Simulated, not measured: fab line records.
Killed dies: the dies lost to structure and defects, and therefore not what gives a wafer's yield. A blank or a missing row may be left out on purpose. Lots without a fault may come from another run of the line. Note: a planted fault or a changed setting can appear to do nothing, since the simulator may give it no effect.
fab line records	flow nand_harc
record: lots: 14	wafers: 42	last_day: 33
route steps=1302 shown P_ZERO_WELL@27 P_STI@89
lots that met no fault: from a run of the same line without faults
start_h: hours from the record's opening day to when the first of the lot's shown wafers began	wait_h: hours from the lot's prior step to this one	" as in the row above	L1.1+2: a row that stands for several wafers	- either no value or no given start	* or withheld: withheld	< > ~ a bound
route shown NAME@n: NAME is a module with steps in the file, n the number in the route of the first one	usual: mean/standard deviation of fault-free wafers	same: alike in all rows	chamber/n: place in a boat	sites: readings site by site	_std_site: how widely they spread, as a standard deviation	_edge_site: outer sites' mean less inner sites'	radius_mm: how far each site lies from the wafer's centre	mask NAME#n: copy n	behind: the last tool/chamber to shape the wafer	hold: the reason the lot was held/the length of the hold in hours/how it ended	device: the transistor (n, p or np) that didn't switch	end of line: at the end of the route, the tests of the same wafers	for a step that has no rows: nothing shown but its recipe	killed: at the first sort, the dies lost to defects and structure; wafer yield is something else	map: a wafer's dies, x killed, . not, _ none there
set.NAME: the run value of the setting; set.NAME@STEP: its run value at that earlier step	model.NAME: the simulator's own value behind a step, which no gauge read
one table for each step of the route and one row for each wafer, over a sample of lots
services: when a tool's chamber went out of use (start_h, in hours from the record's first day, below 0 if earlier), for how many hours, and the reason
== steps ==
step: NHARC_P_ZERO_WELL_PEB_22
recipe: peb_temp_c: 118	peb_time_s: 85
usual: chill_plate_temp_C: 23.00/0.11	exhaust_pa: 45.1/1
lot.wafer	tool	chamber	start_h	wait_h	chill_plate_temp_C	exhaust_pa
L495.1	litho_track-03	0	32.61	0.1	22.93	44.1
L495.3	"	0	"	"	23.07	44.0
L495.4	"	0	"	"	23.07	45.0
L496.2	litho_track-02	0	42.46	0.1	22.95	44.2
L496.3	"	0	"	"	23.06	43.7
L496.4	"	0	"	"	23.01	45.0
L498.2	litho_track-03	0	62.37	0.1	22.91	44.6
L498.3	"	0	"	"	23.16	46.3
L498.4	"	0	"	"	23.00	43.5
L499.3	litho_track-02	0	72.24	0.1	23.13	44.6
L499.5	"	0	"	"	22.98	45.6
L499.6	"	0	"	"	22.91	45.8
L503.1	litho_track-02	0	112.36	0.1	23.11	44.5
L503.4	"	0	"	"	23.03	44.5
L503.5	"	0	"	"	23.02	44.8
L504.2	litho_track-02	0	122.49	0.1	23.00	44.8
L504.3	"	0	"	"	22.88	44.6
L504.6	"	0	"	"	23.06	45.9
L507.2	litho_track-02	-	152.38	0.1	-	-
L507.3	"	-	"	"	-	-
L507.6	"	-	"	"	-	-
L508.3	litho_track-07	-	162.59	0.1	-	-
L508.4	"	-	"	"	-	-
L508.6	"	-	"	"	-	-
L509.3	litho_track-03	0	172.64	0.1	22.68	45.6
L509.5	"	0	"	"	22.79	44.7
L509.6	"	0	"	"	22.73	44.8
L510.1	litho_track-03	0	182.62	0.1	23.06	45.4
L510.2	"	0	"	"	23.02	45.4
L510.3	"	0	"	"	22.97	46.0
L514.1	litho_track-03	0	222.53	0.1	22.90	45.1
L514.3	"	0	"	"	23.06	44.3
L514.4	"	0	"	"	23.15	45.8
L515.3	litho_track-07	0	232.40	0.1	22.96	47.2
L515.5	"	0	"	"	22.75	45.7
L515.6	"	0	"	"	23.00	45.6
L516.1	litho_track-07	0	242.53	0.1	23.25	46.2
L516.3	"	0	"	"	22.90	45.7
L516.5	"	0	"	"	22.92	44.8
L517.2	litho_track-02	0	252.24	0.1	23.06	44.1
L517.3	"	0	"	"	22.98	46.0
L517.4	"	0	"	"	22.99	44.7
step: NHARC_P_ZERO_WELL_DESCUM_39
recipe: time_s: 3	o2_flow_sccm: 200	ar_flow_sccm: 0	bias_power_w: 0	chemistry: O2
usual: drypump_motor_current_A: 5.86/0.28	oes_product_au: 0.998/0.011	rf_vpp_V: 57.9/0.97	showerhead_plenum_p_Torr: 1.92/0.092	throttle_valve_pct: 11.310/0.0089
lot.wafer	tool	chamber	start_h	wait_h	drypump_motor_current_A	oes_product_au	rf_hours_counter_h	rf_vpp_V	showerhead_plenum_p_Torr	throttle_valve_pct
L495.1	rie_diel-03	0	34.38	-	5.97	1.009	17	59.7	1.93	11.300
L495.4	"	2	"	"	6.10	0.992	14	58.7	1.81	11.297
L495.3	"	3	"	"	5.76	1.017	15	57.6	2.01	11.325
L496.4	rie_diel-03	0	44.34	-	5.97	1.008	20	57.4	1.93	11.321
L496.3	"	2	"	"	6.10	0.981	18	58.1	1.81	11.299
L496.2	"	3	"	"	5.76	1.008	18	57.7	2.01	11.308
L498.4	rie_diel-02	1	64.26	-	6.05	0.998	4	58.2	2.08	11.314
L498.2	"	2	"	"	5.59	1.007	4	57.8	1.83	11.312
L498.3	"	0	"	"	5.61	0.990	5	57.9	1.86	11.305
L499.3	rie_diel-02	1	74.21	-	6.09	0.998	8	59.3	2.07	11.311
L499.5	"	2	"	"	5.58	0.995	-	58.2	1.83	11.311
L499.6	"	3	"	"	5.70	1.004	-	58.2	1.87	11.308
L503.1	rie_diel-13	2	114.26	-	6.24	1.000	42	57.9	1.86	11.312
L503.4	"	1	"	"	5.62	0.983	38	58.4	1.94	11.315
L503.5	"	3	"	"	6.57	0.996	-	58.1	1.97	11.311
L504.2	rie_diel-02	0	124.30	-	5.60	1.001	24	56.7	1.85	11.313
L504.3	"	1	"	"	6.09	0.993	25	58.8	2.07	11.312
L504.6	"	3	"	"	5.66	1.004	-	58.2	1.87	11.309
L507.3	rie_diel-03	0	154.18	-	5.96	1.007	58	55.3	1.92	11.333
L507.2	"	1	"	"	5.94	0.982	54	57.9	2.06	11.308
L507.6	"	2	"	"	6.09	1.002	-	56.9	1.80	11.294
L508.3	rie_diel-13	1	164.81	-	5.60	0.985	53	59.6	1.94	11.312
L508.4	"	3	"	"	6.55	0.992	58	57.8	1.97	11.312
L508.6	"	1	"	"	5.62	0.985	-	58.8	1.94	11.302
L509.3	rie_diel-03	2	174.59	-	6.11	1.015	2	55.9	1.80	11.297
L509.6	"	2	"	"	6.10	1.017	-	57.0	1.80	11.304
L509.5	"	3	"	"	5.77	1.000	-	57.1	1.99	11.298
L510.3	rie_diel-02	2	184.51	-	5.59	0.999	45	58.2	1.82	11.324
L510.2	"	0	"	"	5.63	0.994	46	57.0	1.85	11.324
L510.1	"	1	"	"	6.06	1.003	47	56.9	2.06	11.316
L514.4	rie_diel-03	0	224.32	-	5.97	1.017	19	57.4	1.91	11.301
L514.1	"	2	"	"	6.09	1.016	20	57.1	1.79	11.304
L514.3	"	3	"	"	5.77	0.990	21	58.3	1.99	11.327
L515.3	rie_diel-02	0	234.32	-	5.64	0.974	2	57.8	1.84	11.324
L515.6	"	1	"	"	6.09	1.000	-	57.5	2.06	11.320
L515.5	"	0	"	"	5.63	0.985	-	58.6	1.84	11.305
L516.1	rie_diel-03	1	244.43	-	5.94	1.008	27	58.2	2.05	11.313
L516.3	"	2	"	"	6.10	1.008	28	56.4	1.79	11.320
L516.5	"	2	"	"	6.08	1.012	-	56.4	1.79	11.313
L517.2	rie_diel-03	0	254.15	-	5.99	1.012	30	57.2	1.91	11.311
L517.3	"	1	"	"	5.92	1.006	32	59.4	2.05	11.309
L517.4	"	3	"	"	5.76	0.988	34	57.7	1.98	11.312
step: NHARC_P_ZERO_WELL_DESCUM_54
recipe: time_s: 3	o2_flow_sccm: 200	ar_flow_sccm: 0	bias_power_w: 0	chemistry: O2
usual: drypump_motor_current_A: 5.8/0.31	oes_product_au: 0.998/0.011	rf_vpp_V: 57.7/0.89	showerhead_plenum_p_Torr: 1.92/0.089	throttle_valve_pct: 11.310/0.0093
lot.wafer	tool	chamber	start_h	wait_h	drypump_motor_current_A	oes_product_au	rf_hours_counter_h	rf_vpp_V	showerhead_plenum_p_Torr	throttle_valve_pct
L495.3	rie_diel-02	3	36.02	-	5.7	0.998	50	56.7	1.88	11.309
L495.1	"	2	"	"	5.6	0.979	51	57.8	1.83	11.332
L495.4	"	2	"	"	5.6	0.969	-	57.6	1.83	11.301
L496.2	rie_diel-13	3	45.91	-	6.5	1.000	23	57.4	1.98	11.307
L496.4	"	0	"	"	5.4	0.990	21	56.5	1.90	11.289
L496.3	"	1	"	"	5.6	0.993	18	57.7	1.95	11.305
L498.4	rie_diel-02	1	65.86	-	6.1	1.004	4	57.5	2.08	11.308
L498.3	"	2	"	"	5.6	1.003	4	57.0	1.83	11.317
L498.2	"	3	"	"	5.6	0.999	5	56.3	1.87	11.323
L499.3	rie_diel-02	0	78.28	-	5.6	0.983	11	58.6	1.86	11.303
L499.5	"	3	"	"	5.6	1.010	-	56.4	1.87	11.299
L499.6	"	0	"	"	5.6	0.982	-	56.5	1.86	11.318
L503.4	rie_diel-02	2	115.78	-	5.6	0.994	23	57.2	1.82	11.303
L503.1	"	3	"	"	5.6	1.015	22	58.2	1.87	11.336
L503.5	"	2	"	"	5.6	1.001	-	55.4	1.82	11.312
L504.2	rie_diel-13	1	125.92	-	5.6	0.983	41	57.7	1.94	11.326
L504.3	"	3	"	"	6.5	0.998	46	57.8	1.97	11.325
L504.6	"	1	"	"	5.6	0.991	-	59.5	1.94	11.311
L507.3	rie_diel-13	1	155.68	-	5.6	0.980	50	57.0	1.94	11.310
L507.2	"	2	"	"	6.2	1.005	56	57.0	1.85	11.304
L507.6	"	1	"	"	5.6	0.983	-	58.4	1.94	11.305
L508.3	rie_diel-02	1	166.60	-	6.1	1.006	38	58.0	2.06	11.300
L508.4	"	3	"	"	5.7	1.007	34	57.0	1.87	11.306
L508.6	"	1	"	"	6.1	1.004	-	57.7	2.06	11.308
L509.3	rie_diel-02	0	176.25	-	5.6	0.991	42	56.7	1.85	11.303
L509.5	"	1	"	"	6.1	1.004	-	58.0	2.06	11.311
L509.6	"	2	"	"	5.6	0.993	-	57.0	1.82	11.321
L510.1	rie_diel-13	3	186.15	-	6.6	0.994	4	57.6	1.97	11.309
L510.2	"	0	"	"	5.4	0.997	4	56.7	1.89	11.317
L510.3	"	1	"	"	5.6	0.997	5	57.3	1.93	11.293
L514.4	rie_diel-03	1	225.85	-	6.0	1.010	21	58.5	2.05	11.318
L514.1	"	2	"	"	6.1	1.008	21	57.1	1.79	11.301
L514.3	"	3	"	"	5.8	1.006	21	57.8	1.99	11.320
L515.3	rie_diel-02	0	235.85	-	5.6	0.983	2	58.1	1.84	11.310
L515.6	"	2	"	"	5.6	1.006	-	56.3	1.81	11.311
L515.5	"	1	"	"	6.1	0.999	-	58.2	2.06	11.306
L516.3	rie_diel-03	1	246.38	-	5.9	1.011	29	58.6	2.05	11.320
L516.1	"	0	"	"	6.0	1.017	27	56.7	1.91	11.295
L516.5	"	1	"	"	5.9	1.012	-	57.5	2.05	11.307
L517.4	rie_diel-03	3	255.69	-	5.8	0.996	34	57.8	1.98	11.309
L517.3	"	0	"	"	5.9	1.012	30	59.1	1.91	11.315
L517.2	"	1	"	"	5.9	1.008	32	57.1	2.05	11.298
step: NHARC_P_STI_ETCH_31
recipe: target_depth_a: 1089	time_s: 54.5	cf4_flow_sccm: 100	chf3_flow_sccm: 30	ar_flow_sccm: 0	rf_w: 500	bias_w: 200	chemistry: CF4/CHF3
usual: drypump_motor_current_A: 5.8/0.35	oes_product_au: 0.961/0.021	rf_vpp_V: 370.3/2	showerhead_plenum_p_Torr: 1.57/0.053	throttle_valve_pct: 16.802/0.0093
lot.wafer	tool	chamber	start_h	wait_h	drypump_motor_current_A	oes_product_au	rf_hours_counter_h	rf_vpp_V	showerhead_plenum_p_Torr	throttle_valve_pct
L495.4	rie_diel-07	3	-	-	5.8	0.976	10.0	367.9	1.48	16.812
L495.3	"	0	"	"	5.0	0.975	8.8	372.1	1.66	16.805
L495.1	"	2	"	"	5.8	0.981	9.4	370.0	1.53	16.786
L496.3	rie_diel-04	1	-	-	5.7	0.944	3.0	374.3	1.64	16.794
L496.2	"	3	"	"	6.4	0.926	3.3	370.2	1.57	16.801
L496.4	"	0	"	"	5.6	0.934	3.5	369.7	1.51	16.802
L498.4	rie_diel-04	3	-	-	6.4	0.953	3.8	370.4	1.57	16.797
L498.3	"	0	"	"	5.6	0.925	4.1	368.3	1.51	16.800
L498.2	"	2	"	"	5.9	0.962	3.5	371.1	1.58	16.780
L499.3	rie_diel-05	3	-	-	5.5	0.986	2.0	367.1	1.47	16.794
L499.5	"	2	"	"	5.6	0.966	-	372.4	1.63	16.805
L499.6	"	3	"	"	5.5	0.977	-	368.0	1.47	16.801
L503.4	rie_diel-04	2	-	-	6.0	0.928	6.4	371.9	1.58	16.797
L503.1	"	1	"	"	5.7	0.925	7.1	373.4	1.64	16.806
L503.5	"	3	"	"	6.4	0.920	-	370.5	1.57	16.816
L504.3	rie_diel-04	3	-	-	6.4	0.989	6.7	371.7	1.57	16.794
L504.2	"	1	"	"	5.7	0.973	7.2	372.4	1.64	16.816
L504.6	"	3	"	"	6.4	0.976	-	371.2	1.57	16.798
L509.3	rie_diel-04	0	-	-	5.6	0.962	1.1	368.5	1.51	16.808
L509.5	"	2	"	"	5.9	0.974	-	371.7	1.58	16.806
L509.6	"	3	"	"	6.4	0.990	-	371.0	1.56	16.793
L510.2	rie_diel-07	0	-	-	5.0	0.932	7.0	372.9	1.65	16.809
L510.1	"	1	"	"	5.4	0.931	6.9	370.3	1.57	16.802
L510.3	"	2	"	"	5.8	0.942	6.4	368.0	1.52	16.796
L514.3	rie_diel-04	0	-	-	5.6	0.968	4.1	367.1	1.51	16.813
L514.1	"	1	"	"	5.8	0.987	4.3	372.6	1.63	16.798
L514.4	"	3	"	"	6.4	0.957	4.3	370.5	1.56	16.808
L515.3	rie_diel-04	3	-	-	6.4	0.964	4.9	370.4	1.56	16.811
L515.5	"	2	"	"	5.9	0.982	-	370.2	1.58	16.801
L515.6	"	3	"	"	6.4	0.955	-	370.2	1.56	16.803
L516.1	rie_diel-04	1	-	-	5.7	0.941	5.6	372.7	1.63	16.805
L516.3	"	3	"	"	6.4	0.928	5.8	370.8	1.56	16.800
L516.5	"	0	"	"	5.6	0.912	-	369.1	1.51	16.809
L517.4	rie_diel-05	0	-	-	6.0	0.968	0.6	370.2	1.56	16.790
L517.2	"	2	"	"	5.6	0.973	0.7	372.1	1.63	16.808
L517.3	"	3	"	"	5.5	0.964	0.7	366.5	1.47	16.807
== services ==
tool	chamber	start_h	hours	kind
rie_diel-04	-	13.87	0.9	repair
rie_diel-02	-	25.77	0.3	repair
rie_diel-02	-	26.46	0.1	repair
rie_diel-02	1	30.51	18.0	repair
rie_diel-03	-	37.32	2.5	repair
rie_diel-02	-	39.81	9.0	pm
rie_diel-03	2	50.64	8.7	repair
litho_track-02	-	52.00	7.0	pm
rie_diel-13	3	80.01	13.7	repair
rie_diel-02	1	86.64	2.2	repair
litho_track-03	-	100.00	7.0	pm
rie_diel-02	3	137.90	3.8	repair
rie_diel-02	3	142.98	4.2	repair
rie_diel-03	2	154.62	9.7	repair
rie_diel-03	-	160.34	9.0	pm
rie_diel-13	-	165.67	9.0	pm
rie_diel-04	-	177.90	9.0	pm
rie_diel-03	0	192.77	6.0	repair
rie_diel-02	1	204.14	16.0	repair
rie_diel-02	-	216.81	9.0	pm
litho_track-02	-	227.00	7.0	pm
rie_diel-03	3	233.18	4.3	repair
rie_diel-13	2	256.24	3.6	repair
rie_diel-13	0	265.24	8.2	repair
== key ==
first_sign: step: NHARC_P_ZERO_WELL_PEB_22	reading: tool_record	direction: missing
effect none on later readings
met_at NHARC_P_ZERO_WELL_PEB_22
struck_lots L507,L508
later_rows_left_out L507.2,L507.3,L507.6,L508.3,L508.4,L508.6
sort_left_out L507.2,L507.3,L507.6,L508.3,L508.4,L508.6
tester_left_out L507,L508
not_acting_at NHARC_P_ZERO_WELL_DESCUM_39,NHARC_P_ZERO_WELL_DESCUM_54,NHARC_P_STI_ETCH_31
onset_between 122.49 152.38
fault: kind: skipped_step_whole	tool: litho_track-02,litho_track-07	chamber: -	onset_h: 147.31	steps: NHARC_P_ZERO_WELL_PEB_22	scope: struck_lots_only
tester_left_out: of these lots the tester's yield and bins aren't shown, on N5 and GAA mostly nor the transistor test; their killed dies are dies lost to structure and defects alone, not to doping, threshold or leakage, so they don't give the yield
sort_left_out: the simulated sort isn't trusted on such a fault, so these wafers' sort isn't shown, and their yield isn't known
later_rows_left_out: the simulator's readings of these wafers behind a module that went badly wrong aren't trusted and aren't shown, but for the sort
